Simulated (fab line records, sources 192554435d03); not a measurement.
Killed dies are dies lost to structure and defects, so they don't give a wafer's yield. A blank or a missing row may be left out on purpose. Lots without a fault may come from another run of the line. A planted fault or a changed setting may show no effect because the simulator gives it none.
Which tool did it? | flow n5_finfet | 24 lots, 72 wafers sampled, at 6 steps of a route of 1938

WHAT THE GAUGES READ, wafer by wafer
The record holds no reading of a measuring or inspecting step that can be judged against a usual standard deviation.

WHICH TOOL RAN EACH LOT (tool, then ch and the chambers of the sampled wafers, then the start)
lot  | N5_BEOL_M4_PRE_CLEAN_45      | N5_BEOL_M4_SPUTTER_79        | N5_BEOL_M4_SPUTTER_92        | N5_BEOL_M5_ETCH_61                 | N5_BEOL_M5_STRIP_91                           | N5_BEOL_M5_PRE_CLEAN_45
L074 | pvd_sputter-01, day 7 18:28  | pvd_sputter-03, day 7 19:33  | pvd_sputter-03, day 7 20:39  | rie_diel-05 ch 2,3, day 8 02:43    | rie_diel-02 ch 2,3, day 8 06:31 or earlier    | pvd_sputter-01, day 8 06:31
L075 | pvd_sputter-03, day 7 21:38  | pvd_sputter-03, day 8 00:45  | pvd_sputter-03, day 8 01:51  | rie_diel-04 ch 1,3, day 8 08:35    | rie_diel-02 ch 0,1, day 8 11:41 or earlier    | pvd_sputter-03, day 8 11:41
L077 | pvd_sputter-01, day 8 11:37  | pvd_sputter-03, day 8 12:28  | pvd_sputter-03, day 8 13:34  | rie_diel-04 ch 0,1,3, day 8 17:45  | rie_diel-02 ch 1,2,3, day 8 20:08 or earlier  | pvd_sputter-01, day 8 20:08
L078 | pvd_sputter-02, day 8 13:24  | pvd_sputter-03, day 8 14:32  | pvd_sputter-03, day 8 15:38  | rie_diel-02 ch 0,2,3, day 8 20:44  | rie_diel-04 ch 0,2,3, day 8 22:58 or earlier  | pvd_sputter-02, day 8 22:58
L079 | pvd_sputter-02, day 8 20:11  | pvd_sputter-02, day 8 21:14  | pvd_sputter-02, day 8 22:20  | rie_diel-02 ch 0,1,3, day 9 02:28  | rie_diel-05 ch 1,3, day 9 05:49 or earlier    | pvd_sputter-01, day 9 05:49
L080 | pvd_sputter-01, day 9 01:25  | pvd_sputter-01, day 9 04:07  | pvd_sputter-01, day 9 05:13  | rie_diel-05 ch 2,3, day 9 10:38    | rie_diel-05 ch 2,3, day 9 14:05 or earlier    | pvd_sputter-03, day 9 14:05
L081 | pvd_sputter-03, day 9 01:27  | pvd_sputter-02, day 9 04:10  | pvd_sputter-02, day 9 05:16  | rie_diel-04 ch 1,3, day 9 11:34    | rie_diel-04 ch 0,1,3, day 9 14:35 or earlier  | pvd_sputter-03, day 9 14:35
L082 | pvd_sputter-01, day 9 14:19  | pvd_sputter-01, day 9 15:11  | pvd_sputter-01, day 9 16:17  | rie_diel-04 ch 0,2, day 9 20:28    | rie_diel-02 ch 1,2, day 9 22:56 or earlier    | pvd_sputter-02, day 9 22:56
L083 | pvd_sputter-03, day 10 01:05 | pvd_sputter-02, day 10 02:01 | pvd_sputter-02, day 10 03:07 | rie_diel-04 ch 0,3, day 10 08:27   | rie_diel-04 ch 0,2,3, day 10 11:13 or earlier | pvd_sputter-01, day 10 11:13
L084 | pvd_sputter-01, day 10 07:32 | pvd_sputter-03, day 10 08:30 | pvd_sputter-03, day 10 09:36 | rie_diel-05 ch 0,3, day 10 15:22   | rie_diel-02 ch 0,3, day 10 19:30 or earlier   | pvd_sputter-01, day 10 19:30
L085 | pvd_sputter-01, day 10 07:37 | pvd_sputter-02, day 10 08:55 | pvd_sputter-02, day 10 15:19 | rie_diel-04 ch 0,1,3, day 10 21:08 | rie_diel-04 ch 2,3, day 11 01:29 or earlier   | pvd_sputter-02, day 11 01:29
L086 | pvd_sputter-01, day 10 16:54 | pvd_sputter-02, day 10 18:41 | pvd_sputter-02, day 10 19:47 | rie_diel-02 ch 0,2,3, day 11 01:10 | rie_diel-04 ch 0,1,2, day 11 04:57 or earlier | pvd_sputter-01, day 11 04:57
L087 | pvd_sputter-03, day 11 01:19 | pvd_sputter-02, day 11 02:08 | pvd_sputter-02, day 11 03:14 | rie_diel-04 ch 0,1,2, day 11 08:48 | rie_diel-04 ch 0,1,2, day 11 11:46 or earlier | pvd_sputter-01, day 11 11:46
L088 | pvd_sputter-02, day 11 08:44 | pvd_sputter-03, day 11 09:44 | pvd_sputter-03, day 11 10:50 | rie_diel-04 ch 0,1,2, day 11 17:41 | rie_diel-04 ch 0,1,2, day 12 00:35 or earlier | pvd_sputter-02, day 12 00:35
L089 | pvd_sputter-03, day 11 11:47 | pvd_sputter-02, day 11 12:38 | pvd_sputter-02, day 11 13:44 | rie_diel-05 ch 0,2,3, day 11 18:11 | rie_diel-04 ch 1,2, day 12 01:07 or earlier   | pvd_sputter-03, day 12 01:07
L090 | pvd_sputter-02, day 11 11:47 | pvd_sputter-03, day 11 12:56 | pvd_sputter-03, day 11 14:02 | rie_diel-04 ch 0,1,2, day 11 18:17 | rie_diel-05 ch 0,1,2, day 12 00:32 or earlier | pvd_sputter-03, day 12 00:32
L091 | pvd_sputter-03, day 12 06:51 | pvd_sputter-02, day 12 09:15 | pvd_sputter-02, day 12 10:21 | rie_diel-02 ch 1,2,3, day 12 15:49 | rie_diel-05 ch 1,2,3, day 12 18:16 or earlier | pvd_sputter-03, day 12 18:16
L092 | pvd_sputter-02, day 12 13:20 | pvd_sputter-02, day 12 14:14 | pvd_sputter-02, day 12 15:20 | rie_diel-05 ch 1,3, day 12 21:46   | rie_diel-02 ch 1,2,3, day 13 00:34 or earlier | pvd_sputter-02, day 13 00:34
L093 | pvd_sputter-03, day 12 15:00 | pvd_sputter-01, day 12 15:49 | pvd_sputter-01, day 12 16:55 | rie_diel-05 ch 2,3, day 12 22:33   | rie_diel-04 ch 0,1, day 13 01:01 or earlier   | pvd_sputter-01, day 13 01:01
L094 | pvd_sputter-02, day 13 12:18 | pvd_sputter-03, day 13 13:58 | pvd_sputter-03, day 13 15:04 | rie_diel-02 ch 0,3, day 13 20:29   | rie_diel-02 ch 0,2,3, day 14 01:25 or earlier | pvd_sputter-02, day 14 01:25
L076 | pvd_sputter-03, day 13 15:47 | pvd_sputter-01, day 13 16:56 | pvd_sputter-01, day 13 18:02 | rie_diel-05 ch 1,2,3, day 13 23:08 | rie_diel-02 ch 0,2,3, day 14 02:14 or earlier | pvd_sputter-01, day 14 02:14
L095 | pvd_sputter-01, day 13 16:01 | pvd_sputter-03, day 13 18:25 | pvd_sputter-03, day 13 19:31 | rie_diel-04 ch 1,3, day 13 23:32   | rie_diel-05 ch 0,2, day 14 05:10 or earlier   | pvd_sputter-03, day 14 05:10
L097 | pvd_sputter-03, day 14 13:12 | pvd_sputter-03, day 14 14:06 | pvd_sputter-03, day 14 15:12 | rie_diel-02 ch 0,2, day 14 20:17   | rie_diel-02 ch 2,3, day 14 22:52 or earlier   | pvd_sputter-03, day 14 22:52
L096 | pvd_sputter-03, day 15 02:11 | pvd_sputter-02, day 15 03:01 | pvd_sputter-02, day 15 04:07 | rie_diel-05 ch 0,2,3, day 15 10:13 | rie_diel-05 ch 0,1,2, day 15 14:05 or earlier | pvd_sputter-03, day 15 14:05
- N5_BEOL_M4_PRE_CLEAN_45: time 30 s.
- N5_BEOL_M4_SPUTTER_79: material Cu, target thk 4.5 nm, time 8.29 s.
- N5_BEOL_M4_SPUTTER_92: material Cu, target thk 4.5 nm, time 8.29 s.
- N5_BEOL_M5_ETCH_61: etches SiARC in CF4, target depth 15.6 nm, time 26 s.
- N5_BEOL_M5_STRIP_91: strips in N2/H2, time 10 s.
- N5_BEOL_M5_PRE_CLEAN_45: time 30 s.

WHAT THE TOOLS THEMSELVES READ (means of the sampled wafers that have a number; where no wafer has one, the mark that the record gives instead)
N5_BEOL_M4_PRE_CLEAN_45. Usual: heater_power_w 320 W, standard deviation 26.
lot  | tool           | heater_power_w (W) | flag
L074 | pvd_sputter-01 | 307                |
L075 | pvd_sputter-03 | 316                |
L077 | pvd_sputter-01 | 328                |
L078 | pvd_sputter-02 | 316                |
L079 | pvd_sputter-02 | 324                |
L080 | pvd_sputter-01 | 315                |
L081 | pvd_sputter-03 | 335                |
L082 | pvd_sputter-01 | 333                |
L083 | pvd_sputter-03 | 318                |
L084 | pvd_sputter-01 | 329                |
L085 | pvd_sputter-01 | 329                |
L086 | pvd_sputter-01 | 329                |
L087 | pvd_sputter-03 | 332                |
L088 | pvd_sputter-02 | 307                |
L089 | pvd_sputter-03 | 342                |
L090 | pvd_sputter-02 | 327                |
L091 | pvd_sputter-03 | 317                |
L092 | pvd_sputter-02 | 317                |
L093 | pvd_sputter-03 | 333                |
L094 | pvd_sputter-02 | 317                |
L076 | pvd_sputter-03 | 344                |
L095 | pvd_sputter-01 | 340                |
L097 | pvd_sputter-03 | 317                |
L096 | pvd_sputter-03 | 322                |

N5_BEOL_M4_SPUTTER_79. Usual: chuck_gas_flow_sccm 1.26 sccm, standard deviation 0.049; throttle_valve_pct 29.5 %, standard deviation 1.3.
lot  | tool           | chuck_gas_flow_sccm (sccm) | throttle_valve_pct (%) | flag
L074 | pvd_sputter-03 | 1.27                       | 29.0                   |
L075 | pvd_sputter-03 | 1.21                       | 29.3                   |
L077 | pvd_sputter-03 | 1.23                       | 28.2                   |
L078 | pvd_sputter-03 | 1.22                       | 28.3                   |
L079 | pvd_sputter-02 | 1.26                       | 29.8                   |
L080 | pvd_sputter-01 | 1.26                       | 29.9                   |
L081 | pvd_sputter-02 | 1.32                       | 30.2                   |
L082 | pvd_sputter-01 | 1.26                       | 29.8                   |
L083 | pvd_sputter-02 | 1.23                       | 30.2                   |
L084 | pvd_sputter-03 | 1.25                       | 28.2                   |
L085 | pvd_sputter-02 | 1.25                       | 31.2                   |
L086 | pvd_sputter-02 | 1.25                       | 30.4                   |
L087 | pvd_sputter-02 | 1.27                       | 30.2                   |
L088 | pvd_sputter-03 | 1.26                       | 28.2                   |
L089 | pvd_sputter-02 | 1.33                       | 29.7                   |
L090 | pvd_sputter-03 | 1.28                       | 28.5                   |
L091 | pvd_sputter-02 | 1.25                       | 30.2                   |
L092 | pvd_sputter-02 | 1.27                       | 30.5                   |
L093 | pvd_sputter-01 | 1.23                       | 30.6                   |
L094 | pvd_sputter-03 | 1.24                       | 29.3                   |
L076 | pvd_sputter-01 | 1.26                       | 29.9                   |
L095 | pvd_sputter-03 | 1.24                       | 28.2                   |
L097 | pvd_sputter-03 | 1.25                       | 29.0                   |
L096 | pvd_sputter-02 | 1.29                       | 30.3                   |

N5_BEOL_M4_SPUTTER_92. Usual: chuck_gas_flow_sccm 1.26 sccm, standard deviation 0.05; throttle_valve_pct 29.5 %, standard deviation 1.2.
lot  | tool           | chuck_gas_flow_sccm (sccm) | throttle_valve_pct (%) | flag
L074 | pvd_sputter-03 | 1.24                       | 29.3                   |
L075 | pvd_sputter-03 | 1.25                       | 29.2                   |
L077 | pvd_sputter-03 | 1.31                       | 28.2                   |
L078 | pvd_sputter-03 | 1.26                       | 28.2                   |
L079 | pvd_sputter-02 | 1.25                       | 29.6                   |
L080 | pvd_sputter-01 | 1.25                       | 30.2                   |
L081 | pvd_sputter-02 | 1.25                       | 30.4                   |
L082 | pvd_sputter-01 | 1.25                       | 29.8                   |
L083 | pvd_sputter-02 | 1.24                       | 30.2                   |
L084 | pvd_sputter-03 | 1.26                       | 28.1                   |
L085 | pvd_sputter-02 | 1.26                       | 31.0                   |
L086 | pvd_sputter-02 | 1.28                       | 30.3                   |
L087 | pvd_sputter-02 | 1.26                       | 30.4                   |
L088 | pvd_sputter-03 | 1.26                       | 28.3                   |
L089 | pvd_sputter-02 | 1.24                       | 29.8                   |
L090 | pvd_sputter-03 | 1.30                       | 28.4                   |
L091 | pvd_sputter-02 | 1.24                       | 30.1                   |
L092 | pvd_sputter-02 | 1.25                       | 30.3                   |
L093 | pvd_sputter-01 | 1.27                       | 30.8                   |
L094 | pvd_sputter-03 | 1.25                       | 29.3                   |
L076 | pvd_sputter-01 | 1.25                       | 30.0                   |
L095 | pvd_sputter-03 | 1.25                       | 28.2                   |
L097 | pvd_sputter-03 | 1.23                       | 29.0                   |
L096 | pvd_sputter-02 | 1.22                       | 30.5                   |

N5_BEOL_M5_ETCH_61. Usual: drypump_motor_current_A 5.5 A, standard deviation 0.38; etch_rf_on_time_s 26.1 s, standard deviation 0.73; mfc_ar_sccm 100.0 sccm, standard deviation 0.31; oes_product_au 0.67 a.u., standard deviation 0.068; rf_fwd_power_W 533.5 W, standard deviation 2.6; rf_vpp_V 184.4 V, standard deviation 1.2; showerhead_plenum_p_Torr 2.17 Torr, standard deviation 0.073; throttle_valve_pct 15.72 %, standard deviation 0.12.
lot  | tool        | drypump_motor_current_A (A) | etch_rf_on_time_s (s) | mfc_ar_sccm (sccm) | oes_product_au (a.u.) | rf_fwd_power_W (W) | rf_vpp_V (V) | showerhead_plenum_p_Torr (Torr) | throttle_valve_pct (%) | flag
L074 | rie_diel-05 | 5.6                         | 26.0                  | 100.4              | 0.64                  | 532.7              | 183.9        | 2.05                            | 15.74                  |
L075 | rie_diel-04 | 5.1                         | 27.5                  | 100.1              | 0.61                  | 538.4              | 185.5        | 2.20                            | 15.79                  |
L077 | rie_diel-04 | 5.3                         | 26.5                  | 100.0              | 0.61                  | 532.8              | 184.8        | 2.19                            | 15.73                  |
L078 | rie_diel-02 | 5.6                         | 25.6                  | 100.2              | 0.70                  | 535.0              | 185.2        | 2.23                            | 15.64                  |
L079 | rie_diel-02 | 5.8                         | 25.9                  | 99.8               | 0.73                  | 534.5              | 184.6        | 2.21                            | 15.69                  |
L080 | rie_diel-05 | 5.6                         | 25.9                  | 100.2              | 0.64                  | 532.1              | 182.9        | 2.05                            | 15.78                  |
L081 | rie_diel-04 | 5.3                         | 27.2                  | 99.8               | 0.59                  | 532.8              | 183.8        | 2.15                            | 15.89                  |
L082 | rie_diel-04 | 5.3                         | 25.7                  | 99.8               | 0.67                  | 530.8              | 184.6        | 2.22                            | 15.60                  |
L083 | rie_diel-04 | 5.4                         | 25.7                  | 100.0              | 0.60                  | 533.1              | 184.5        | 2.14                            | 15.84                  |
L084 | rie_diel-05 | 5.1                         | 25.7                  | 99.9               | 0.75                  | 535.3              | 184.9        | 2.15                            | 15.71                  |
L085 | rie_diel-04 | 5.3                         | 26.8                  | 100.0              | 0.60                  | 534.1              | 184.8        | 2.18                            | 15.77                  |
L086 | rie_diel-02 | 5.7                         | 25.6                  | 100.1              | 0.68                  | 534.5              | 183.4        | 2.23                            | 15.66                  |
L087 | rie_diel-04 | 5.1                         | 26.3                  | 100.0              | 0.67                  | 533.4              | 185.0        | 2.21                            | 15.66                  |
L088 | rie_diel-04 | 5.2                         | 26.8                  | 99.9               | 0.66                  | 531.6              | 184.0        | 2.21                            | 15.67                  |
L089 | rie_diel-05 | 5.3                         | 25.7                  | 99.9               | 0.68                  | 535.0              | 183.0        | 2.09                            | 15.77                  |
L090 | rie_diel-04 | 5.2                         | 26.5                  | 100.0              | 0.66                  | 533.8              | 184.7        | 2.21                            | 15.68                  |
L091 | rie_diel-02 | 5.8                         | 25.7                  | 99.7               | 0.69                  | 533.4              | 184.2        | 2.22                            | 15.72                  |
L092 | rie_diel-05 | 5.9                         | 26.2                  | 99.9               | 0.65                  | 533.4              | 183.8        | 2.12                            | 15.73                  |
L093 | rie_diel-05 | 5.6                         | 26.1                  | 100.1              | 0.62                  | 534.7              | 182.1        | 2.04                            | 15.81                  |
L094 | rie_diel-02 | 5.6                         | 26.0                  | 100.1              | 0.68                  | 536.0              | 185.1        | 2.20                            | 15.74                  |
L076 | rie_diel-05 | 5.7                         | 25.9                  | 100.2              | 0.63                  | 533.8              | 183.5        | 2.08                            | 15.79                  |
L095 | rie_diel-04 | 5.1                         | 27.4                  | 100.2              | 0.66                  | 535.5              | 184.8        | 2.19                            | 15.71                  |
L097 | rie_diel-02 | 5.6                         | 25.9                  | 99.9               | 0.62                  | 531.4              | 185.3        | 2.19                            | 15.75                  |
L096 | rie_diel-05 | 5.3                         | 26.3                  | 99.9               | 0.65                  | 535.1              | 183.3        | 2.08                            | 15.81                  |

N5_BEOL_M5_STRIP_91. Usual: drypump_motor_current_A 5.5 A, standard deviation 0.37; oes_product_au 0.79 a.u., standard deviation 0.078; rf_vpp_V 59.3 V, standard deviation 0.86; showerhead_plenum_p_Torr 2.58 Torr, standard deviation 0.085; throttle_valve_pct 23.8 %, standard deviation 0.3.
lot  | tool        | drypump_motor_current_A (A) | oes_product_au (a.u.) | rf_vpp_V (V) | showerhead_plenum_p_Torr (Torr) | throttle_valve_pct (%) | flag
L074 | rie_diel-02 | 5.7                         | 0.87                  | 59.6         | 2.70                            | 23.5                   |
L075 | rie_diel-02 | 5.7                         | 0.82                  | 59.3         | 2.57                            | 23.9                   |
L077 | rie_diel-02 | 5.8                         | 0.86                  | 59.2         | 2.65                            | 23.7                   |
L078 | rie_diel-04 | 5.3                         | 0.77                  | 59.4         | 2.58                            | 23.7                   |
L079 | rie_diel-05 | 5.9                         | 0.78                  | 58.6         | 2.52                            | 24.0                   |
L080 | rie_diel-05 | 5.6                         | 0.74                  | 59.2         | 2.42                            | 23.7                   |
L081 | rie_diel-04 | 5.3                         | 0.71                  | 59.6         | 2.59                            | 23.7                   |
L082 | rie_diel-02 | 5.8                         | 0.79                  | 60.1         | 2.63                            | 23.8                   |
L083 | rie_diel-04 | 5.3                         | 0.76                  | 59.3         | 2.58                            | 23.7                   |
L084 | rie_diel-02 | 5.6                         | 0.85                  | 60.2         | 2.66                            | 23.7                   |
L085 | rie_diel-04 | 5.1                         | 0.80                  | 59.2         | 2.56                            | 23.7                   |
L086 | rie_diel-04 | 5.2                         | 0.78                  | 60.2         | 2.61                            | 23.6                   |
L087 | rie_diel-04 | 5.2                         | 0.77                  | 59.8         | 2.61                            | 23.6                   |
L088 | rie_diel-04 | 5.1                         | 0.77                  | 59.2         | 2.61                            | 23.6                   |
L089 | rie_diel-04 | 5.0                         | 0.78                  | 59.5         | 2.61                            | 23.7                   |
L090 | rie_diel-05 | 5.6                         | 0.81                  | 59.7         | 2.53                            | 24.2                   |
L091 | rie_diel-05 | 5.7                         | 0.75                  | 58.7         | 2.46                            | 23.8                   |
L092 | rie_diel-02 | 5.9                         | 0.81                  | 59.5         | 2.64                            | 23.8                   |
L093 | rie_diel-04 | 5.3                         | 0.71                  | 59.3         | 2.62                            | 23.6                   |
L094 | rie_diel-02 | 5.6                         | 0.78                  | 59.5         | 2.63                            | 23.7                   |
L076 | rie_diel-02 | 5.7                         | 0.78                  | 59.2         | 2.63                            | 23.7                   |
L095 | rie_diel-05 | 5.5                         | 0.78                  | 58.7         | 2.48                            | 24.1                   |
L097 | rie_diel-02 | 5.8                         | 0.81                  | 60.4         | 2.68                            | 23.6                   |
L096 | rie_diel-05 | 5.6                         | 0.78                  | 58.8         | 2.52                            | 24.3                   |

N5_BEOL_M5_PRE_CLEAN_45. Usual: heater_power_w 322 W, standard deviation 25.
lot  | tool           | heater_power_w (W) | flag
L074 | pvd_sputter-01 | 334                |
L075 | pvd_sputter-03 | 292                |
L077 | pvd_sputter-01 | 329                |
L078 | pvd_sputter-02 | 326                |
L079 | pvd_sputter-01 | 323                |
L080 | pvd_sputter-03 | 339                |
L081 | pvd_sputter-03 | 310                |
L082 | pvd_sputter-02 | 316                |
L083 | pvd_sputter-01 | 326                |
L084 | pvd_sputter-01 | 321                |
L085 | pvd_sputter-02 | 338                |
L086 | pvd_sputter-01 | 322                |
L087 | pvd_sputter-01 | 312                |
L088 | pvd_sputter-02 | 330                |
L089 | pvd_sputter-03 | 339                |
L090 | pvd_sputter-03 | 348                |
L091 | pvd_sputter-03 | 314                |
L092 | pvd_sputter-02 | 314                |
L093 | pvd_sputter-01 | 326                |
L094 | pvd_sputter-02 | 316                |
L076 | pvd_sputter-01 | 313                |
L095 | pvd_sputter-03 | 309                |
L097 | pvd_sputter-03 | 345                |
L096 | pvd_sputter-03 | 321                |

THE ANSWER, worked out from the rows above alone
Rule: a lot is off if the mean of its wafers that have a number lies more than 3 standard deviations from the usual mean. A lot without any number at a reading at which 4 lots or more have one is off too. The other lots that the step has rows for count as sound. The gauges are gone through in route order, then the tools' own readings, and for those a lot's mean is taken as printed above. The first step at which some lot is off is used, and at that step the reading that is off furthest; a lot without a number counts as furthest.
No lot is off at any reading shown: from this, nothing can be told.

WHAT THE SIMULATOR HAD PUT IN
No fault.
